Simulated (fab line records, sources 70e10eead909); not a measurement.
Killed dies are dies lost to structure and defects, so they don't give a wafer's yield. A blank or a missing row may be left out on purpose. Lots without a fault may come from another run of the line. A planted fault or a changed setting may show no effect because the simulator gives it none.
fab line records | flow nand_harc
record lots=13 wafers=39 last_day=23
route steps=1159 shown A_M1@1057 THIN_TSV@1103 END@1159
lots that met no fault: from a run of the same line without faults
start_h: hours from the record's first day to the start of the lot's first wafer shown | wait_h: hours since the lot's step before | " the same as in the row above | L1.1+2: a row that stands for several wafers | - no value, or no start given | * or withheld: withheld | < > ~ a bound
route shown NAME@n: a module of which the file shows steps, and the number in the route of the first | usual: mean/standard deviation of fault-free wafers | same: alike in all rows | chamber/n: place in a boat | sites: the reading at each site | _std_site: their standard deviation | _edge_site: outer sites' mean less inner sites' | radius_mm: how far each site lies from the wafer's centre | mask NAME#n: copy n | behind: the tool/chamber that last shaped the wafer | hold: why the lot was held/for how many hours/how that ended | device: the transistor (n, p or np) that didn't switch | end of line: the same wafers' tests at the end of the route | a step without rows: its recipe alone | killed: dies lost to structure and defects at the first sort, not the wafer's yield | map: a wafer's dies, x killed, . not, _ none there
set.NAME: the setting as run; set.NAME@STEP: as run at that earlier step | model.NAME: the simulator's own value behind a step, which no gauge read
steps of the route over a sample of lots; a table a step, a row a wafer
services: from which hour (start_h, from the record's first day; less than 0 if before it) a tool's chamber was out of use, for how many hours, and why
## steps
# step NHARC_A_M1_PRE_CLEAN_32
# recipe time_s=12 temp_c=370 rf_power_w=300 gas=NH3
# usual heater_power_w=653/85
# columns lot.wafer tool chamber start_h wait_h heater_power_w
L666.2 pecvd-02 2 412.06 0.1 717
L666.1 " 1 " " 635
L666.5 " 0 " " 697
L669.3 pecvd-02 1 424.28 0.7 626
L669.4 " 1 " " 619
L669.6 " 2 " " 826
L667.2 pecvd-03 0 424.42 0.7 714
L667.3 " 1 " " 714
L667.5 " 0 " " 720
L668.2 pecvd-02 1 428.59 0.6 546
L668.4 " 0 " " 631
L668.5 " 1 " " 578
L671.3 pecvd-01 1 448.61 0.1 551
L671.2 " 2 " " 505
L671.6 " 0 " " 667
L672.2 pecvd-03 0 449.51 0.1 634
L672.4 " 1 " " 696
L672.6 " 2 " " 558
L677.1 pecvd-01 0 472.54 0.1 690
L677.4 " 2 " " 493
L677.5 " 1 " " 498
L678.1 pecvd-02 0 477.04 0.1 641
L678.4 " 1 " " 602
L678.6 " 0 " " 644
L680.2 pecvd-02 2 503.92 0.1 675
L680.3 " 0 " " 665
L680.6 " 0 " " 687
L685.2 pecvd-01 1 504.59 0.1 521
L685.1 " 0 " " 809
L685.6 " 1 " " 527
L681.1 pecvd-02 1 510.83 0.1 587
L681.2 " 0 " " 724
L681.5 " 2 " " 771
L683.1 pecvd-01 2 514.94 0.1 563
L683.6 " 0 " " 690
L683.4 " 1 " " 579
L688.2 pecvd-01 2 526.00 0.2 471
L688.5 " 1 " " 496
L688.4 " 2 " " 481
# step NHARC_THIN_TSV_THK_MEAS_02
# recipe thk_meas_gauge=ir
# usual thk_nm=2971/210
# columns lot.wafer tool chamber start_h wait_h thk_nm
L666.1 film_metro-02 - 430.12 - 2947
L666.2 " - " " 2676
L666.5 " - " " 2874
L669.3 film_metro-02 - 441.71 - 2935
L669.4 " - " " 2782
L669.6 " - " " 3130
L667.2 film_metro-01 - 443.38 - 3073
L667.3 " - " " 2980
L667.5 " - " " 3347
L668.2 film_metro-02 - 447.44 - 2982
L668.4 " - " " 2868
L668.5 " - " " 3032
L671.2 film_metro-02 - 468.07 - 3292
L671.3 " - " " 3389
L671.6 " - " " 3072
L672.2 film_metro-02 - 469.27 - 2646
L672.4 " - " " 2813
L672.6 " - " " 2812
L677.1 film_metro-02 - 490.52 - 2580
L677.4 " - " " 2648
L677.5 " - " " 2713
L678.1 film_metro-01 - 491.71 0.2 3161
L678.4 " - " " 2964
L678.6 " - " " 3284
L680.2 film_metro-02 - 517.61 0.2 3044
L680.3 " - " " 2897
L680.6 " - " " 3078
L685.1 film_metro-02 - 524.51 - 3151
L685.2 " - " " 3270
L685.6 " - " " 3059
L681.1 film_metro-01 - 525.71 - 3248
L681.2 " - " " 3047
L681.5 " - " " 3126
L683.1 film_metro-02 - 532.61 - 2623
L683.4 " - " " 2800
L683.6 " - " " 2944
L688.2 film_metro-02 - 542.68 0.2 3014
L688.4 " - " " 2559
L688.5 " - " " 3063
# step NHARC_THIN_TSV_PRE_CLEAN_50
# recipe time_s=30 temp_c=280 gas=H2/He
# usual heater_power_w=420/40
# columns lot.wafer tool chamber start_h wait_h heater_power_w
L666.2 pvd_sputter-03 - 434.07 - 417
L666.1 " - " " 428
L666.5 " - " " 417
L669.3 pvd_sputter-02 - 445.77 - 473
L669.4 " - " " 406
L669.6 " - " " 486
L667.3 pvd_sputter-02 - 447.45 - 481
L667.2 " - " " 368
L667.5 " - " " 473
L668.2 pvd_sputter-02 - 451.50 - 474
L668.4 " - " " 416
L668.5 " - " " 432
L671.3 pvd_sputter-03 - 472.08 - 412
L671.2 " - " " 398
L671.6 " - " " 404
L672.4 pvd_sputter-01 - 473.09 - 400
L672.2 " - " " 429
L672.6 " - " " 396
L677.4 pvd_sputter-02 - 494.47 - 443
L677.1 " - " " 418
L677.5 " - " " 444
L678.4 pvd_sputter-02 - 495.51 - 401
L678.1 " - " " 438
L678.6 " - " " 372
L680.2 pvd_sputter-02 - 521.67 - 421
L680.3 " - " " 364
L680.6 " - " " 364
L685.1 pvd_sputter-03 - 528.56 - 397
L685.2 " - " " 411
L685.6 " - " " 398
L681.1 pvd_sputter-01 - 529.65 - 436
L681.2 " - " " 345
L681.5 " - " " 503
L683.1 pvd_sputter-02 - 536.48 - 366
L683.4 " - " " 415
L683.6 " - " " 366
L688.2 pvd_sputter-02 - 547.34 - 419
L688.4 " - " " 363
L688.5 " - " " 480
# step NHARC_THIN_TSV_ETCH_36
# recipe target_depth_a=650 over_etch_frac=0.3 time_s=18.571 ion_energy_ev=150 chemistry=Cl2/BCl3
# usual chamber_pressure_mTorr=9.999/0.0085 drypump_motor_current_A=5.7/0.56 oes_product_au=1.002/0.013
# same over_etch_frac=0.3
# columns lot.wafer tool chamber start_h wait_h chamber_pressure_mTorr drypump_motor_current_A oes_product_au rf_hours_counter_h
L666.1 rie_metal-01 0 437.83 0.2 10.010 5.3 0.981 2.8
L666.2 " 1 " " 10.002 6.0 0.979 2.8
L666.5 " 1 " " 9.987 6.0 0.982 -
L669.3 rie_metal-03 1 449.47 0.1 10.001 6.4 1.009 -
L669.4 " 0 " " 10.005 4.8 0.992 -
L669.6 " 0 " " 9.985 4.8 1.001 -
L667.2 rie_metal-03 0 451.07 0.2 10.001 4.8 1.011 5.9
L667.3 " 1 " " 10.004 6.3 1.018 -
L667.5 " 1 " " 9.997 6.3 1.007 -
L668.2 rie_metal-01 1 455.32 0.2 10.008 6.0 0.971 3.5
L668.4 " 0 " " 10.001 5.3 0.982 -
L668.5 " 1 " " 9.993 6.0 0.980 -
L671.2 rie_metal-02 1 475.72 0.2 10.009 5.9 1.015 1.9
L671.3 " 1 " " 9.980 5.9 1.008 -
L671.6 " 0 " " 10.005 6.0 1.009 -
L672.2 rie_metal-01 1 476.53 0.2 9.993 6.0 0.987 4.0
L672.4 " 0 " " 10.019 5.3 0.983 -
L672.6 " 0 " " 10.000 5.3 0.981 -
L677.1 rie_metal-03 0 498.00 0.2 10.016 4.8 1.015 1.2
L677.4 " 1 " " 10.010 6.3 1.017 -
L677.5 " 0 " " 9.999 4.8 1.010 -
L678.1 rie_metal-01 0 499.10 0.2 10.000 5.3 0.994 4.8
L678.4 " 0 " " 10.003 5.3 0.988 -
L678.6 " 1 " " 9.982 6.0 0.990 -
L680.2 rie_metal-03 1 525.46 0.2 10.011 6.3 1.000 2.2
L680.3 " 1 " " 10.004 6.3 1.005 -
L680.6 " 1 " " 9.983 6.3 0.997 -
L685.2 rie_metal-02 1 532.15 0.2 9.979 6.0 1.020 3.9
L685.1 " 0 " " 10.003 6.0 1.012 3.9
L685.6 " 1 " " 9.999 6.0 1.009 -
L681.2 rie_metal-03 0 533.24 0.2 9.997 4.8 0.991 2.4
L681.1 " 1 " " 9.998 6.3 1.004 2.4
L681.5 " 1 " " 10.000 6.3 1.002 -
L683.1 rie_metal-01 1 539.96 0.2 10.005 6.0 0.991 0.2
L683.4 " 0 " " 9.991 5.3 0.986 -
L683.6 " 1 " " 9.997 6.0 0.975 -
L688.2 rie_metal-03 1 551.22 0.2 10.001 6.3 1.021 2.9
L688.4 " 0 " " 9.997 4.9 0.996 -
L688.5 " 0 " " 10.001 4.9 1.009 -
# step NHARC_END_SORT_01
# recipe temp_c=25
# usual defect_limited_yield=95.7/1.5 killed_at_array=25/10 killed_at_other=0.6/0.91 killed_at_periphery=3.6/2.9 killed_dies=29/10 killed_open=3.3/2 killed_short=1.9/1.5 sort_bin_2_pct=1.3/0.61 sort_bin_3_pct=0.26/0.19 sort_bin_4_pct=2.7/1 sort_n_pass=648/10 sort_rim_yield_pct=94/3.2 sort_yield_pct=95.7/1.5
# same gross_dies=677 sort_bin_5_pct[%]=0 sort_bin_6_pct[%]=0 sort_bin_7_pct[%]=0 sort_bin_8_pct[%]=0 sort_rim_n_gross=106.00
# columns lot.wafer tool chamber start_h wait_h defect_limited_yield[%] killed_at_array killed_at_other killed_at_periphery killed_dies killed_open killed_short sort_bin_2_pct[%] sort_bin_3_pct[%] sort_bin_4_pct[%] sort_n_pass sort_rim_yield_pct[%] sort_yield_pct[%]
L672.2 prober-01 0 492.45 2.8 94.5 33 0 4 37 6 4 1.0 0.30 4.1 640 94 94.5
L672.4 prober-01 0 494.07 3.4 96.9 19 0 2 21 5 1 1.0 0.15 1.9 656 92 96.9
L672.6 prober-01 0 495.68 4.0 95.1 31 0 2 33 6 0 1.3 0.30 3.2 644 94 95.1
L681.1 prober-02 0 540.38 2.5 96.5 20 2 2 24 4 1 1.2 0.15 2.2 653 93 96.5
L681.2 prober-02 0 541.18 2.8 95.0 32 2 0 34 1 1 0.9 0.30 3.8 643 98 95.0
L681.5 prober-02 0 543.56 3.7 96.0 23 3 1 27 2 3 0.6 0.44 3.0 650 92 96.0
L683.1 prober-01 0 548.32 2.5 94.1 36 2 2 40 2 1 1.8 0 4.1 637 92 94.1
L683.4 prober-01 0 550.73 3.4 87.1 32 52 3 87 2 2 5.0 3.84 4.0 590 81 87.1
L683.6 prober-01 0 552.34 4.0 93.9 37 2 2 41 2 0 3.0 0.30 2.8 636 92 93.9
L688.2 prober-02 0 560.07 2.8 88.2 28 52 0 80 4 0 4.0 3.99 3.8 597 86 88.2
L688.4 prober-02 0 561.65 3.4 92.3 46 2 4 52 4 4 2.5 0.59 4.6 625 96 92.3
L688.5 prober-02 0 562.44 3.7 94.5 36 0 1 37 0 0 1.8 0.30 3.4 640 96 94.5
# killed by level:class
L672.2 A_SLIT:chamber_film_flake=13 A_CHANNEL_HOLE_D1:chamber_film_flake=5 P_CONTACT:geometric_particle:open=3 A_CONTACT:geometric_particle:open=2 A_ZERO_WELL:chamber_film_flake=2 A_STAIRCASE:chamber_film_flake=2 A_CONTACT:chamber_film_flake=2 A_CHANNEL_FILL_D1:geometric_particle:short=1
L672.4 A_SLIT:chamber_film_flake=6 A_M1:chamber_film_flake=3 A_CONTACT:geometric_particle:open=2 A_CHANNEL_HOLE_D1:chamber_film_flake=2 A_SOURCE_PLATE:geometric_particle:open=1 A_CHANNEL_FILL_D1:geometric_particle:open=1 A_WL_FILL:geometric_particle:short=1 A_WL_FILL:geometric_particle:open=1
L672.6 A_CHANNEL_HOLE_D1:chamber_film_flake=13 A_SLIT:chamber_film_flake=8 A_CONTACT:chamber_film_flake=3 P_M0:geometric_particle:open=2 A_CHANNEL_FILL_D1:geometric_particle:open=2 A_M1:chamber_film_flake=2 A_CHANNEL_HOLE_D1:geometric_particle:open=1 A_CONTACT:geometric_particle:open=1
L681.1 A_STAIRCASE:chamber_film_flake=8 A_CHANNEL_HOLE_D1:chamber_film_flake=7 A_BLC:chamber_film_flake=2 P_CONTACT:geometric_particle:open=1 A_CHANNEL_FILL_D1:geometric_particle:open=1 A_CONTACT:geometric_particle:open=1 A_CONTACT:geometric_particle:short=1 STARTING-WAFER:geometric_particle:open=1
L681.2 A_CHANNEL_HOLE_D1:chamber_film_flake=22 A_STAIRCASE:chamber_film_flake=4 A_CONTACT:chamber_film_flake=2 HYBRID_BOND:chamber_film_flake=2 A_CHANNEL_FILL_D1:geometric_particle:open=1 A_BLC:geometric_particle:short=1 A_SLIT:chamber_film_flake=1 A_WL_FILL:chamber_film_flake=1
L681.5 A_CHANNEL_HOLE_D1:chamber_film_flake=9 A_STAIRCASE:chamber_film_flake=3 A_CONTACT:chamber_film_flake=3 HYBRID_BOND:chamber_film_flake=3 A_WL_FILL:geometric_particle:short=2 A_BLC:chamber_film_flake=2 P_M0:geometric_particle:open=1 A_BLC:geometric_particle:short=1
L683.1 A_SLIT:chamber_film_flake=17 A_STAIRCASE:chamber_film_flake=10 A_CONTACT:chamber_film_flake=5 THIN_TSV:chamber_film_flake=2 A_ONON_D1:geometric_particle:short=1 A_CHANNEL_HOLE_D1:chamber_film_flake=1 A_CHANNEL_FILL_D1:geometric_particle:open=1 A_CONTACT:geometric_particle:open=1
L683.4 THIN_TSV:unspecified=52 A_SLIT:chamber_film_flake=13 A_CHANNEL_HOLE_D1:chamber_film_flake=6 A_CONTACT:chamber_film_flake=6 A_STAIRCASE:chamber_film_flake=4 P_M0:geometric_particle:open=1 P_M2:geometric_particle:short=1 A_ONON_D1:geometric_particle:open=1
L683.6 A_SLIT:chamber_film_flake=16 A_CONTACT:chamber_film_flake=8 A_STAIRCASE:chamber_film_flake=5 A_CHANNEL_HOLE_D1:chamber_film_flake=3 P_ZERO_WELL:chamber_film_flake=2 A_BLC:chamber_film_flake=2 THIN_TSV:chamber_film_flake=2 A_WL_FILL:geometric_particle:open=1
L688.2 THIN_TSV:unspecified=51 A_CHANNEL_HOLE_D1:chamber_film_flake=20 A_CONTACT:chamber_film_flake=3 A_ONON_D1:geometric_particle:open=1 A_CONTACT:geometric_particle:open=1 A_BLC:geometric_particle:open=1 STARTING-WAFER:geometric_particle:open=1 A_STAIRCASE:chamber_film_flake=1
L688.4 A_CHANNEL_HOLE_D1:chamber_film_flake=36 A_CONTACT:chamber_film_flake=3 A_CHANNEL_FILL_D1:geometric_particle:short=2 A_CONTACT:geometric_particle:open=2 P_M0:geometric_particle:open=1 A_SOURCE_PLATE:geometric_particle:short=1 A_M0:geometric_particle:open=1 P_ZERO_WELL:chamber_film_flake=1
L688.5 A_CHANNEL_HOLE_D1:chamber_film_flake=23 A_BLC:chamber_film_flake=5 A_STAIRCASE:chamber_film_flake=4 P_M0:chamber_film_flake=1 A_CHANNEL_FILL_D1:chamber_film_flake=1 A_SLIT:chamber_film_flake=1 A_WL_FILL:chamber_film_flake=1 A_CONTACT:chamber_film_flake=1
## services
# columns tool chamber start_h hours kind
pecvd-02 - 390.66 1.6 repair
pvd_sputter-02 - 392.00 10.0 pm
rie_metal-03 1 402.05 2.6 repair
rie_metal-01 1 403.03 2.3 repair
pecvd-03 - 407.82 2.8 repair
rie_metal-03 1 413.25 17.0 repair
pecvd-01 - 418.05 13.0 pm
pvd_sputter-02 - 428.71 2.8 repair
rie_metal-03 - 453.00 9.0 pm
rie_metal-03 0 453.00 9.0 vent_cycle
rie_metal-03 1 453.00 9.0 vent_cycle
pecvd-02 - 453.81 0.7 repair
pvd_sputter-03 - 458.08 10.0 pm
rie_metal-03 0 462.00 - clean
pecvd-03 - 473.90 13.0 pm
rie_metal-02 1 492.98 2.1 repair
pecvd-01 2 502.57 4.8 repair
pvd_sputter-01 - 506.66 4.6 repair
rie_metal-01 - 509.00 9.0 pm
pvd_sputter-01 - 514.02 10.0 pm
pecvd-02 - 515.55 13.0 pm
rie_metal-01 1 519.81 15.0 repair
pvd_sputter-02 - 529.72 0.5 repair
pvd_sputter-03 - 545.79 7.3 repair
## key
first_sign step=NHARC_END_SORT_01 reading=killed_at_other direction=up sigmas=51 usual=0.6 struck=52
effect step=NHARC_END_SORT_01 reading=defect_limited_yield direction=down sigmas=5.3 usual=95.7 struck=87.7
more_kills_born_at NHARC_THIN_TSV_PRE_CLEAN_50@pvd_sputter-02=103
met_at NHARC_THIN_TSV_PRE_CLEAN_50
struck_lots L683,L688
struck_wafers L683.4,L688.2
not_acting_at NHARC_A_M1_PRE_CLEAN_32,NHARC_THIN_TSV_THK_MEAS_02,NHARC_THIN_TSV_ETCH_36
onset_between 521.67 536.48
fault kind=chamber_particle_source tool=pvd_sputter-02 chamber=- onset_h=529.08 steps=NHARC_THIN_TSV_PRE_CLEAN_50 rate_per_visit_cm2=1.3002 end_h=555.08 scope=struck_wafers_only
